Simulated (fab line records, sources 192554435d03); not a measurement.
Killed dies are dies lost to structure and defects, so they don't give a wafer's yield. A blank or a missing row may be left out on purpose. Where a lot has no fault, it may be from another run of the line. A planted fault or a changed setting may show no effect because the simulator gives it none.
Lot-split experiment | flow n5 finfet | route with 1938 steps; 7 lots, 21 wafers read

== THE SPLIT ==
At N5_BEOL_M0_ETCH_128 (etches SiCN in CF4/N2, target depth 12 nm, overetch 5.1 nm, time 21.4 s), the setting source w was moved away from the recipe's 430 W on 5 of the 21 wafers read, by +11.2% to +12.4%. For the rest of the wafers, this setting stayed at what the recipe calls for.

The reading is taken at the split's own step.

== THE READING ==
rf vpp V, in V, at N5_BEOL_M0_ETCH_128 (etches SiCN in CF4/N2, target depth 12 nm, overetch 5.1 nm, time 21.4 s). On this fab line, fault-free wafers typically give 383.1 V with a standard deviation of 2.3 V.

wafer  | tool, chamber at the split | source w as run, W | against the recipe | rf vpp V, V | against lot-mates on the recipe
L075.1 | rie diel-04, 2             | 430                | recipe             | 384.5       | -
L075.2 | rie diel-04, 0             | 430                | recipe             | 385.3       | -
L075.5 | rie diel-04, 1             | 430                | recipe             | 381.2       | -
L081.1 | rie diel-01, 2             | 430                | recipe             | 387.5       | -
L081.2 | rie diel-01, 1             | 430                | recipe             | 380.4       | -
L081.5 | rie diel-01, 1             | 478                | +11.2%             | 368.4       | -15.6
L084.1 | rie diel-04, 1             | 430                | recipe             | 382.6       | -
L084.3 | rie diel-04, 3             | 430                | recipe             | 379.8       | -
L084.6 | rie diel-04, 0             | 430                | recipe             | 385.8       | -
L089.3 | rie diel-03, 2             | 483.3              | +12.4%             | 366.2       | -14.9
L089.5 | rie diel-03, 1             | 483.3              | +12.4%             | 370.4       | -10.7
L089.6 | rie diel-03, 2             | 430                | recipe             | 381.1       | -
L092.3 | rie diel-03, 0             | 430                | recipe             | 384.5       | -
L092.4 | rie diel-03, 1             | 430                | recipe             | 385.5       | -
L092.5 | rie diel-03, 0             | 430                | recipe             | 382.9       | -
L094.1 | rie diel-01, 0             | 480.7              | +11.8%             | 367.5       | -16.7
L094.3 | rie diel-01, 1             | 480.7              | +11.8%             | 365.7       | -18.5
L094.6 | rie diel-01, 3             | 430                | recipe             | 384.2       | -
L096.1 | rie diel-04, 2             | 430                | recipe             | 383.8       | -
L096.3 | rie diel-04, 3             | 430                | recipe             | 380.9       | -
L096.6 | rie diel-04, 1             | 430                | recipe             | 381.8       | -

THE FIT
A straight line over all 21 wafers: rf vpp V changes by -1.31 V for each +1% of source w; r = -0.95; the points scatter about the line by 2.2 V.
The same after taking each lot's own level away (the mean of its wafers on the recipe; 21 wafers): -1.27 V for each +1%; r = -0.95; scatter 2.3 V.
According to that fit, moving source w by its largest amount changes the reading by 16 V.
Measured against the standard deviation above, the lots' own levels, which go from 381.10 to 384.30 V, span 1.4 times it.
The two slopes agree, so the slope changes little with the lot-to-lot level.
Check: for one of the wafers moved furthest among these (+12.4%), held out of the fit, the line's prediction against its lot-mates is -16.1 V. Against them it came out at -14.9 V.
Tool readings at the split's step, against how far the setting was moved: rf vpp V r = -0.95.

== OTHER SPLITS ON THESE WAFERS ==
Other splits were also applied to these wafers ahead of the reading. Each is held against what the fit with the lots' levels taken away leaves over:
other split on the same wafers            | wafers away from the commonest value | r with rf vpp V (lot level and that fit taken away)
N5_MOL_CONTACT_COAG_ALD_27 time s         | 5                                    | -0.08
N5_BEOL_M0_SAQP_SPACER1_ALD_98 ald cycles | 8                                    | -0.37

== FILE'S OWN FIT ==
rf vpp V changes by -1.29 V for each +1% of source w, r = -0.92.
